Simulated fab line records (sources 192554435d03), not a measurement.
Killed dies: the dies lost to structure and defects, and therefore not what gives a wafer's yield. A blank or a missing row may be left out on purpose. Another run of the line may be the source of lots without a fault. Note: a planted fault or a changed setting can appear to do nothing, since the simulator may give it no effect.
Struck lot and sound lot, side by side    flow n5_finfet    22 steps out of a route of 1938
Sound: wafers L277.1, L277.3, L277.5. Wafers struck: L275.3, L275.5, L275.6. The cause is given at the end.
Each step with rows lists, per side, the tool, then ch with its chambers, then its first start. Under that, the readings that differ: sound wafers    struck wafers    difference of the means    sigmas: that difference in standard deviations of wafers without a fault.
alike: a reading whose means differ by less than 2 such deviations, as well as words and numbers matching on both sides. not compared: withheld readings; readings where some wafer has no value; bounds like >300 that might hide an equal value; numbers whose values overlap and for which the record gives no deviation.
Wherever a step has rows on one side only, a row that says differs or no value, or a row with sigmas, the two part there. Numbers that don't overlap but have no deviation are shown without sigmas and don't part them. A reading missing from all wafers of one side parts the sides only when that side holds two or more wafers.

first, 8 steps without rows for these wafers: N5_BEOL_M8_DESCUM_16 (chemistry O2, time 7.9 s); N5_BEOL_M8_ETCH_61 (etches SiARC in CF4, target depth 45.5 nm, time 75.8 s); N5_BEOL_M8_ETCH_62 (etches SOC in N2/H2, target depth 110 nm, overetch 22 nm, time 165 s); N5_BEOL_M8_STRIP_68 (strips in N2/H2); N5_BEOL_M8_STRIP_67 (strips in CF4); N5_BEOL_M8_HM_OPEN_17 (chemistry Cl2/BCl3, target TiN, target depth 20 nm, overetch 6 nm); N5_BEOL_M8_STRIP_19 (strips in O2); N5_BEOL_M8_COAT_63 (time 60 s, resist thk 60 nm).
N5_BEOL_M8_COAT_64: time 60 s, resist thk 12 nm.
  sound on litho_track-04 ch 0, day 16 07:31; struck on litho_track-01 ch 0, day 15 06:46
reading                                     sound                 struck                difference  sigmas
spin_speed_rpm (rpm)                        1500.5 1501.6 1500.5  1238.2 1240.0 1240.3  -261.4      -99 or more
model.SiARC_of_BEOL_M8_COAT_64.thk_nm (nm)  12 12 12              13.2 13.2 13.2        +1.2        
  alike: plate_temp_C
then, 9 steps without rows for these wafers: N5_BEOL_M8_COAT_71 (time 60 s, resist thk 5 nm); N5_BEOL_M8_COAT_22 (resist thk 30 nm); N5_BEOL_M8_EBR_24; N5_BEOL_M8_SOFTBAKE_23 (time 60 s); N5_BEOL_M8_EXPOSE_25 (exposes mask V7, target cd 40 nm); N5_BEOL_M8_PEB_26 (peb time 60 s); N5_BEOL_M8_DEVELOP_27 (develop time 30 s); N5_BEOL_M8_DESCUM_33 (chemistry O2, time 7 s); N5_BEOL_M8_ETCH_72 (etches underlayer in N2/H2, target depth 6.5 nm, time 5.2 s).
N5_BEOL_M8_ETCH_65: etches SiARC in CF4, target depth 15.6 nm, time 26 s.
  sound on rie_diel-06 ch 1,2,3, day 16 08:01; struck on rie_diel-03 ch 1,2, day 15 07:20
reading                                       sound              struck            difference  sigmas
etch_rf_on_time_s (s)                         26.1 26.0 26.2     28.7 28.7 29.0    +2.7        +7
model.etch.depth_nm (nm)                      12.08 12.07 12.08  13.2 13.23 13.21  +1.1        
model.CAR-EUV_of_BEOL_M8_COAT_22.thk_nm (nm)  11.2 11 11.2       10.2 10.2 10.2    -0.9        
  alike: drypump_motor_current_A, oes_product_au, rf_vpp_V, showerhead_plenum_p_Torr, throttle_valve_pct
  not compared: rf_hours_counter_h
N5_BEOL_M8_ETCH_66: etches SOC in N2/H2, target depth 80 nm, overetch 16 nm, time 120 s.
  sound on rie_diel-06 ch 1,2,3, day 16 08:03; struck on rie_diel-03 ch 1,2, day 15 07:22
reading                                     sound        struck       difference  sigmas
model.SiARC_of_BEOL_M8_COAT_64.thk_nm (nm)  6.4 6.4 6.4  7.6 7.6 7.8  +1.3        
  alike: drypump_motor_current_A, oes_product_au, rf_vpp_V, showerhead_plenum_p_Torr, throttle_valve_pct
  not compared: rf_hours_counter_h
then, 1 step without rows for these wafers: N5_BEOL_M8_STRIP_69 (strips in N2/H2).
-- here the record skips 3 days between the struck wafers' starts before and after, leaving off in module BEOL_M8 and picking up in module PASSIVATION (first step shown: number 1936 of the route) --
N5_PASSIVATION_PROBE_49:
  record: rows for the struck wafers here (prober-01, day 18 08:53), none for the sound ones

WHERE THEY PART
At N5_BEOL_M8_COAT_64 first; at N5_PASSIVATION_PROBE_49 last (within this record only).

WHY: what the simulator had put in
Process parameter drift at N5_BEOL_M8_COAT_64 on litho_track-01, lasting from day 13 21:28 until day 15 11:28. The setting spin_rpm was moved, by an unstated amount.
